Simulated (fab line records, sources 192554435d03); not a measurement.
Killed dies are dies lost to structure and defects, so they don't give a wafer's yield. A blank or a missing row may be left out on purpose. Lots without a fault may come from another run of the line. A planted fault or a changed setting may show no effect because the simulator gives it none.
Split-lot experiment | flow n5_finfet | 7 lots, 21 wafers read, on a route of 1938 steps

THE SPLIT
At N5_MOL_CONTACT_COAG_COAT_64 (time 60 s, resist thk 10 nm), the setting spin_rpm was moved away from the recipe's 1500 rpm on 7 of the 21 wafers read, by -10.1% to +7.9%. The other wafers ran this setting at the recipe's value.

FROM THE SPLIT TO THE READING: what the file shows between them, 5 steps
- N5_MOL_CONTACT_COAG_EXPOSE_37: exposes mask VD, defocus 0 nm (also split here: dose_mj)
- N5_MOL_CONTACT_COAG_PEB_38: peb time 60 s
- N5_MOL_CONTACT_COAG_DEVELOP_39: develop time 30 s
- N5_MOL_CONTACT_COAG_CD_MEAS_40: target cd 25.1 nm
- N5_MOL_CONTACT_COAG_DESCUM_45: chemistry O2, time 7 s

THE READING
etch.depth_nm (the simulator's own value, which no gauge read), in nm, at N5_MOL_CONTACT_COAG_ETCH_65 (etches underlayer in N2/H2, target depth 13 nm, time 10.4 s). The file gives no usual value for it. The 14 wafers here that ran the recipe average 9.988 nm, standard deviation 0.023 nm.

wafer  | tool, chamber at the split | spin_rpm as run, rpm | against the recipe | etch.depth_nm, nm | against lot-mates on the recipe
L077.1 | litho_track-04, 0          | 1418                 | -5.5%              | 10.29             | +0.292
L077.4 | litho_track-04, 0          | 1418                 | -5.5%              | 10.29             | +0.292
L077.2 | litho_track-04, 0          | 1500                 | recipe             | 9.998             | -
L079.1 | litho_track-04, 0          | 1500                 | recipe             | 10.03             | -
L079.3 | litho_track-04, 0          | 1500                 | recipe             | 10.03             | -
L079.4 | litho_track-04, 0          | 1500                 | recipe             | 9.992             | -
L087.1 | litho_track-05, 0          | 1500                 | recipe             | 9.985             | -
L087.2 | litho_track-05, 0          | 1618                 | +7.9%              | 9.609             | -0.376
L087.4 | litho_track-05, 0          | 1618                 | +7.9%              | 9.615             | -0.370
L089.2 | litho_track-04, 0          | 1500                 | recipe             | 10                | -
L089.3 | litho_track-04, 0          | 1500                 | recipe             | 9.959             | -
L089.6 | litho_track-04, 0          | 1349                 | -10.1%             | 10.52             | +0.540
L092.2 | litho_track-04, 0          | 1500                 | recipe             | 9.98              | -
L092.4 | litho_track-04, 0          | 1500                 | recipe             | 10                | -
L092.5 | litho_track-04, 0          | 1605                 | +7.0%              | 9.667             | -0.323
L093.3 | litho_track-05, 0          | 1500                 | recipe             | 9.958             | -
L093.5 | litho_track-05, 0          | 1500                 | recipe             | 9.983             | -
L093.6 | litho_track-05, 0          | 1500                 | recipe             | 9.996             | -
L096.3 | litho_track-02, 0          | 1500                 | recipe             | 9.949             | -
L096.4 | litho_track-02, 0          | 1386                 | -7.6%              | 10.38             | +0.420
L096.6 | litho_track-02, 0          | 1500                 | recipe             | 9.972             | -

THE FIT
A straight line over all 21 wafers: etch.depth_nm changes by -0.0504 nm for each +1% of spin_rpm; r = -0.99; the points scatter about the line by 0.023 nm.
The same after taking each lot's own level away (the mean of its wafers on the recipe; 21 wafers): -0.0508 nm for each +1%; r = -1.00; scatter 0.018 nm.
On that fit, the largest move of spin_rpm shifts the reading by 0.51 nm.
The lots' own levels span 9.9605 to 10.0173 nm, that is 2.4 times the standard deviation above.
So the lot-to-lot level changes the slope little: the two slopes agree.
Check: with one of the wafers moved furthest among these (-10.1%) left out of the fit, the line predicts +0.511 nm for it against its lot-mates. It came out at +0.54 nm against them.

OTHER SPLITS ON THESE WAFERS
These wafers also went through other splits before the reading. Each is held against what the fit with the lots' levels taken away leaves over:
other split on the same wafers        | wafers away from the commonest value | r with etch.depth_nm (lot level and that fit taken away)
N5_MOL_CONTACT_COAG_EXPOSE_37 dose_mj | 5                                    | -0.37

THE WHOLE CHAIN: every reading that the file lists as answering this split, in the file's order
step                        | what it does                                                | reading                                                                                        | change (the file's fit)                | r (the file's)
N5_MOL_CONTACT_COAG_COAT_64 | time 60 s, resist thk 10 nm                                 | underlayer_of_MOL_CONTACT_COAG_COAT_64.thk_nm (the simulator's own value, which no gauge read) | -0.0538 nm for each +1% of the setting | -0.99
N5_MOL_CONTACT_COAG_ETCH_65 | etches underlayer in N2/H2, target depth 13 nm, time 10.4 s | etch.depth_nm (the simulator's own value, which no gauge read)                                 | -0.0515 nm for each +1% of the setting | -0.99

THE FILE'S OWN FIT
etch.depth_nm changes by -0.0515 nm for each +1% of spin_rpm, r = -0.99.
